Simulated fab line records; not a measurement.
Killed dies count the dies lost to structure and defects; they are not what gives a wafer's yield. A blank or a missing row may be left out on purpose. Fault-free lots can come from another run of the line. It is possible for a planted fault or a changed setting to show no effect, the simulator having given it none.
The tool behind it: which one?	flow nand harc	14 lots with 42 wafers sampled at 4 steps, on a route of 1302 steps

== WHAT THE GAUGES READ, wafer by wafer ==
NHARC_A_BONDPAD_THK_MEAS_20: measures by xrf.
lot	measured	on	thk nm (nm)
L786	day 23 18:42	film metro-02	169.5 171.8 168.3
L790	day 24 12:16	film metro-02	172.6 170.2 171.1
L792	day 24 23:13	film metro-02	170.5 169.1 169.9
L791	day 25 00:31	film metro-02	167.4 167.9 170.2
L793	day 25 19:04	film metro-01	167.9 170.9 169.4
L796	day 26 18:50	film metro-01	170.5 171.8 169.1
L794	day 26 19:17	film metro-01	170.9 168.6 169.7
L795	day 26 23:35	film metro-01	167.8 169.0 170.2
L805	day 30 22:54	film metro-02	169.9 170.9 173.7
L806	day 30 23:55	film metro-01	171.7 170.6 169.1
L804	day 31 06:00	film metro-01	170.8 173.1 168.7
L807	day 31 22:52	film metro-02	168.8 170.5 171.1
L808	day 32 04:25	film metro-02	169.6 169.9 168.7
L809	day 32 05:52	film metro-02	170.1 171.1 171.8

NHARC_THIN_TSV_CD_MEAS_37.
lot	measured	on	cd nm (nm)
L786	day 24 14:17	cd sem-02	5000.7 4999.0 4998.9
L790	day 25 09:36	cd sem-02	4997.0 5000.2 5000.6
L792	day 25 20:54	cd sem-03	4999.4 4994.6 4994.5
L791	day 25 22:14	cd sem-02	5000.4 4996.8 5001.1
L793	day 26 14:49	cd sem-03	4996.9 4998.7 5000.1
L796	day 27 17:53	cd sem-03	4996.7 4998.3 4995.9
L794	day 27 19:13	cd sem-01	- - -
L795	day 27 20:34	cd sem-02	- - -
L805	day 31 19:38	cd sem-02	5004.4 4997.0 4999.2
L806	day 31 18:34	cd sem-01	4999.7 4996.8 5000.5
L804	day 32 10:04	cd sem-02	4997.0 5000.9 4997.5
L807	day 32 20:34	cd sem-02	4997.2 4998.4 4995.0
L808	day 33 01:58	cd sem-01	4994.2 4995.7 4995.6
L809	day 33 03:11	cd sem-01	4989.3 4995.3 4991.5

== TOOL THAT RAN EACH LOT (tool first, then ch and the chambers of the sampled wafers, then the start) ==
lot	NHARC_THIN_TSV_PEB_31	NHARC_THIN_TSV_ETCH_59
L786	litho track-03 ch 0, day 24 12:38	rie metal-02 ch 0,1, day 24 13:03
L790	litho track-02 ch 0, day 25 08:04	rie metal-01 ch 0,1, day 25 08:31
L792	litho track-05 ch 0, day 25 19:22	rie metal-01 ch 0,1, day 25 19:49
L791	litho track-03 ch 0, day 25 20:41	rie metal-03 ch 0,1, day 25 21:05
L793	litho track-03 ch 0, day 26 13:16	rie metal-01 ch 0,1, day 26 13:41
L796	litho track-02 ch 0, day 27 16:21	rie metal-02 ch 1, day 27 16:46
L794	litho track-03, day 27 17:41	rie metal-01 ch 0,1, day 27 18:04
L795	litho track-02, day 27 19:01	rie metal-03 ch 0,1, day 27 19:26
L805	litho track-05 ch 0, day 31 18:07	rie metal-01 ch 0,1, day 31 18:29
L806	litho track-02 ch 0, day 31 17:02	rie metal-02 ch 0,1, day 31 17:26
L804	litho track-03 ch 0, day 32 08:26	rie metal-02 ch 0,1, day 32 08:50
L807	litho track-03 ch 0, day 32 18:55	rie metal-03 ch 0,1, day 32 19:20
L808	litho track-02 ch 0, day 33 00:24	rie metal-01 ch 0,1, day 33 00:54
L809	litho track-05 ch 0, day 33 01:40	rie metal-03 ch 0,1, day 33 02:04
- NHARC_THIN_TSV_PEB_31: peb time 85 s.
- NHARC_THIN_TSV_ETCH_59: etches the open film in Cl2/BCl3, target depth 880 nm, time 138.1 s.

== WHAT THE TOOLS THEMSELVES READ (means of the sampled wafers that have a number; where no wafer has one, the mark that the record gives instead) ==
NHARC_THIN_TSV_PEB_31.
lot	tool	chill plate temp C (C)	exhaust pa (Pa)
L786	litho track-03	23.06	44.3
L790	litho track-02	23.03	44.9
L792	litho track-05	23.01	44.5
L791	litho track-03	22.88	45.2
L793	litho track-03	22.96	45.3
L796	litho track-02	22.99	43.4
L794	litho track-03	-	-
L795	litho track-02	-	-
L805	litho track-05	22.96	43.9
L806	litho track-02	23.00	44.9
L804	litho track-03	23.01	45.1
L807	litho track-03	22.91	45.6
L808	litho track-02	22.96	45.3
L809	litho track-05	23.06	45.2

NHARC_THIN_TSV_ETCH_59.
lot	tool	drypump motor current A (A)	oes product au (a.u.)	throttle valve pct (%)
L786	rie metal-02	5.44	1.014	22.266
L790	rie metal-01	5.23	1.008	22.259
L792	rie metal-01	5.22	0.991	22.268
L791	rie metal-03	5.67	0.994	22.261
L793	rie metal-01	5.22	0.997	22.265
L796	rie metal-02	5.24	1.012	22.268
L794	rie metal-01	5.13	1.001	22.271
L795	rie metal-03	5.67	1.010	22.271
L805	rie metal-01	5.13	0.994	22.275
L806	rie metal-02	5.45	1.015	22.266
L804	rie metal-02	5.42	1.018	22.264
L807	rie metal-03	5.68	0.993	22.268
L808	rie metal-01	5.22	1.009	22.264
L809	rie metal-03	5.68	1.002	22.256

== THE ANSWER, worked out from the rows above alone ==
Rule: the usual values come from the lots themselves. Put in order of their means at a reading, lots are off if they are a third of the lots or fewer, leave a main group of 4 or more, and stand apart from it by a gap of 3 or more times the standard deviation of the main group's means; of several such gaps the widest counts. Not used: any main group whose means are identical at the precision the tables above print for the reading. Also off: a lot with no number at a reading for which 4 or more lots have one. All remaining lots with rows at the step are treated as sound. First the gauges in route order, then the tools' own readings, where a lot's mean is used as printed above. At the first step where some lot is off, the reading lying furthest off is the one used; lots without a number count as furthest.
Off, at NHARC_THIN_TSV_CD_MEAS_37 on cd nm: L794, L795. Without a number there: L794, L795. Mean 4997.6 nm and standard deviation 2.2 in the main group.
If a tool, at a process step before that reading, ran all the lots that are off and no sound lot after the first of them, it fits. The gauges at NHARC_THIN_TSV_CD_MEAS_37 aren't tried: what is off there is off at NHARC_THIN_TSV_PEB_31 too, on other tools, and a gauge's error can't cause that. Of those tried, none fits.

== WHAT WAS PUT IN BY THE SIMULATOR ==
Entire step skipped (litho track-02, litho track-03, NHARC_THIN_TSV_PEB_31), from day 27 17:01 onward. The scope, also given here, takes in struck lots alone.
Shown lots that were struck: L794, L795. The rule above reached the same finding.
